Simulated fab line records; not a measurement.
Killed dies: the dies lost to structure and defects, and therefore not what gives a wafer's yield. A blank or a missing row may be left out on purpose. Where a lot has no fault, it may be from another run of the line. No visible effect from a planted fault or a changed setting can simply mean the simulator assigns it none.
Matching of chambers || flow n5-finfet || N5_BEOL_M1_VIA_ETCH_34 on rie-diel-04: 4 sister chambers
The step etches the open film in C4F6/O2, target depth 67.8 nm, time 64.4 s. 7 wafers are shown with their chamber, then 8 later ones without.

## WAFERS WITH THEIR CHAMBER
{"wafer": "L082.2", "chamber": 0, "throttle-valve-pct (%)": 31.16, "showerhead-plenum-p-Torr (Torr)": 2.66}
{"wafer": "L088.3", "chamber": 2, "throttle-valve-pct (%)": 30.73, "showerhead-plenum-p-Torr (Torr)": 2.91}
{"wafer": "L088.4", "chamber": 3, "throttle-valve-pct (%)": 30.77, "showerhead-plenum-p-Torr (Torr)": 2.79}
{"wafer": "L090.1", "chamber": 0, "throttle-valve-pct (%)": 31.18, "showerhead-plenum-p-Torr (Torr)": 2.65}
{"wafer": "L090.2", "chamber": 3, "throttle-valve-pct (%)": 30.77, "showerhead-plenum-p-Torr (Torr)": 2.79}
{"wafer": "L090.3", "chamber": 1, "throttle-valve-pct (%)": 30.73, "showerhead-plenum-p-Torr (Torr)": 2.86}
{"wafer": "L091.1", "chamber": 1, "throttle-valve-pct (%)": 30.75, "showerhead-plenum-p-Torr (Torr)": 2.86}

## WAFERS WITHOUT THEIR CHAMBER
{"wafer": "L091.3", "throttle-valve-pct (%)": 30.74, "showerhead-plenum-p-Torr (Torr)": 2.91}
{"wafer": "L091.6", "throttle-valve-pct (%)": 31.17, "showerhead-plenum-p-Torr (Torr)": 2.65}
{"wafer": "L094.2", "throttle-valve-pct (%)": 31.18, "showerhead-plenum-p-Torr (Torr)": 2.65}
{"wafer": "L094.3", "throttle-valve-pct (%)": 30.76, "showerhead-plenum-p-Torr (Torr)": 2.79}
{"wafer": "L094.6", "throttle-valve-pct (%)": 30.74, "showerhead-plenum-p-Torr (Torr)": 2.90}
{"wafer": "L095.2", "throttle-valve-pct (%)": 30.73, "showerhead-plenum-p-Torr (Torr)": 2.86}
{"wafer": "L095.4", "throttle-valve-pct (%)": 30.79, "showerhead-plenum-p-Torr (Torr)": 2.79}
{"wafer": "L095.5", "throttle-valve-pct (%)": 31.18, "showerhead-plenum-p-Torr (Torr)": 2.65}

## CHAMBER TAKEN BY EACH
{"wafer": "L091.3", "from the rows above": 2, "in truth": 2}
{"wafer": "L091.6", "from the rows above": 0, "in truth": 0}
{"wafer": "L094.2", "from the rows above": 0, "in truth": 0}
{"wafer": "L094.3", "from the rows above": 3, "in truth": 3}
{"wafer": "L094.6", "from the rows above": 2, "in truth": 2}
{"wafer": "L095.2", "from the rows above": 1, "in truth": 1}
{"wafer": "L095.4", "from the rows above": 3, "in truth": 3}
{"wafer": "L095.5", "from the rows above": 0, "in truth": 0}
8 of 8 placed correctly. Not placeable from these rows: 0. 0 placed wrongly.
How it was worked out, from the rows above alone: a wafer's distance from a chamber is the root of the sum, over the readings, of the square of ((its reading less the chamber's mean) divided by the reading's scatter). If the next closest chamber is less than 2 further off than the closest, the wafer can't be placed; otherwise it belongs to the closest. Each chamber's mean is taken over the wafers shown for it. How the scatter is found: for the shown wafers, subtract from each reading the mean of its chamber, square and add these, divide the total by (wafers less chambers), then take the root.
